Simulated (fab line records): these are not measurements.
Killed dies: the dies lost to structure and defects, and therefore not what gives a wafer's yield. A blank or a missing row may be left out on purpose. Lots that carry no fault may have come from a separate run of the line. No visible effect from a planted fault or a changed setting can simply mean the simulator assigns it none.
Matching of chambers + flow nand_harc + 4 sister chambers for NHARC_A_M0_DESCUM_14 on rie_diel-05
The step chemistry O2, time 3 s. 4 wafers are shown with their chamber, then 8 later ones without.

WAFERS WITH THEIR CHAMBER
| wafer  | chamber | drypump_motor_current_A (A) |
|--------|---------|-----------------------------|
| L775.5 | 0       | 5.7                         |
| L783.6 | 3       | 5.2                         |
| L787.5 | 2       | 6.1                         |
| L790.1 | 1       | 6.2                         |

WAFERS WITH NO CHAMBER GIVEN
| wafer  | drypump_motor_current_A (A) |
|--------|-----------------------------|
| L790.2 | 5.8                         |
| L790.5 | 5.2                         |
| L788.1 | 5.7                         |
| L788.2 | 6.2                         |
| L788.3 | 6.1                         |
| L792.1 | 6.1                         |
| L792.3 | 6.2                         |
| L792.5 | 6.1                         |

WHICH CHAMBER EACH WENT THROUGH
| wafer  | from the rows above | in truth |
|--------|---------------------|----------|
| L790.2 | 0                   | 0        |
| L790.5 | 3                   | 3        |
| L788.1 | 0                   | 0        |
| L788.2 | 1                   | 1        |
| L788.3 | 2                   | 2        |
| L792.1 | 2                   | 2        |
| L792.3 | 1                   | 1        |
| L792.5 | 2                   | 2        |
Correctly placed: 8 of 8. Not placeable from these rows: 0. Wrongly placed: 0.
How it was worked out, from the rows above alone: a wafer's distance from a chamber is the root of the sum, over the readings, of the square of ((its reading less the chamber's mean) divided by the reading's scatter). If the next closest chamber is less than 2 further off than the closest, the wafer can't be placed; otherwise it belongs to the closest. Each chamber's mean is taken over the wafers shown for it. The scatter: with one shown wafer a chamber, the root of the mean of the squares of how far each hidden wafer lies from its nearest shown one.
